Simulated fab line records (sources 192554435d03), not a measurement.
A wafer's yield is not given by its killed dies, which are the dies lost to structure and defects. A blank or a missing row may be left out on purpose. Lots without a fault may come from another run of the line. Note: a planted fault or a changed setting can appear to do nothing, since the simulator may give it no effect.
Chamber matching || flow n5Finfet || N5_FIN_SAQP_PECVD_47 on pecvd-03 has 3 sister chambers
The step deposits a-Si from SiH4/He, target thk 45 nm, time 36.3 s. 6 wafers are shown with their chamber, then 9 later ones without.

WAFERS, EACH WITH ITS CHAMBER
{"wafer": "L082.6", "chamber": 2, "showerheadPlenumPTorr (Torr)": 5.65, "throttleValvePct (%)": 18.9}
{"wafer": "L087.2", "chamber": 1, "showerheadPlenumPTorr (Torr)": 5.58, "throttleValvePct (%)": 18.9}
{"wafer": "L087.6", "chamber": 2, "showerheadPlenumPTorr (Torr)": 5.64, "throttleValvePct (%)": 18.9}
{"wafer": "L088.2", "chamber": 0, "showerheadPlenumPTorr (Torr)": 5.68, "throttleValvePct (%)": 18.2}
{"wafer": "L088.5", "chamber": 0, "showerheadPlenumPTorr (Torr)": 5.65, "throttleValvePct (%)": 18.4}
{"wafer": "L088.6", "chamber": 1, "showerheadPlenumPTorr (Torr)": 5.59, "throttleValvePct (%)": 18.7}

WAFERS WITHOUT THEIR CHAMBER
{"wafer": "L090.3", "showerheadPlenumPTorr (Torr)": 5.64, "throttleValvePct (%)": 18.8}
{"wafer": "L090.5", "showerheadPlenumPTorr (Torr)": 5.58, "throttleValvePct (%)": 18.4}
{"wafer": "L090.6", "showerheadPlenumPTorr (Torr)": 5.65, "throttleValvePct (%)": 19.0}
{"wafer": "L094.1", "showerheadPlenumPTorr (Torr)": 5.65, "throttleValvePct (%)": 18.9}
{"wafer": "L094.5", "showerheadPlenumPTorr (Torr)": 5.67, "throttleValvePct (%)": 18.1}
{"wafer": "L094.6", "showerheadPlenumPTorr (Torr)": 5.64, "throttleValvePct (%)": 18.8}
{"wafer": "L096.3", "showerheadPlenumPTorr (Torr)": 5.67, "throttleValvePct (%)": 18.6}
{"wafer": "L096.4", "showerheadPlenumPTorr (Torr)": 5.66, "throttleValvePct (%)": 18.7}
{"wafer": "L096.6", "showerheadPlenumPTorr (Torr)": 5.57, "throttleValvePct (%)": 18.5}

THE CHAMBER EACH PASSED THROUGH
{"wafer": "L090.3", "from the rows above": 2, "in truth": 2}
{"wafer": "L090.5", "from the rows above": 1, "in truth": 1}
{"wafer": "L090.6", "from the rows above": 2, "in truth": 2}
{"wafer": "L094.1", "from the rows above": 2, "in truth": 2}
{"wafer": "L094.5", "from the rows above": 0, "in truth": 0}
{"wafer": "L094.6", "from the rows above": 2, "in truth": 2}
{"wafer": "L096.3", "from the rows above": "can't be placed: 0 or 2", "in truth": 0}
{"wafer": "L096.4", "from the rows above": "can't be placed: 2 or 0", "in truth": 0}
{"wafer": "L096.6", "from the rows above": 1, "in truth": 1}
Correct placement for 7 of the 9. Can't be placed from these rows: 2 (the true chamber is among the candidates in 2). Wrongly placed: 0.
How it was worked out, from the rows above alone: a wafer's distance from a chamber is the root of the sum, over the readings, of the square of ((its reading less the chamber's mean) divided by the reading's scatter). If the next closest chamber is less than 2 further off than the closest, the wafer can't be placed; otherwise it belongs to the closest. Each chamber's mean is taken over the wafers shown for it. The scatter is the square root of a quotient: the sum, over the shown wafers, of each reading's squared deviation from its chamber's mean, divided by wafers minus chambers.
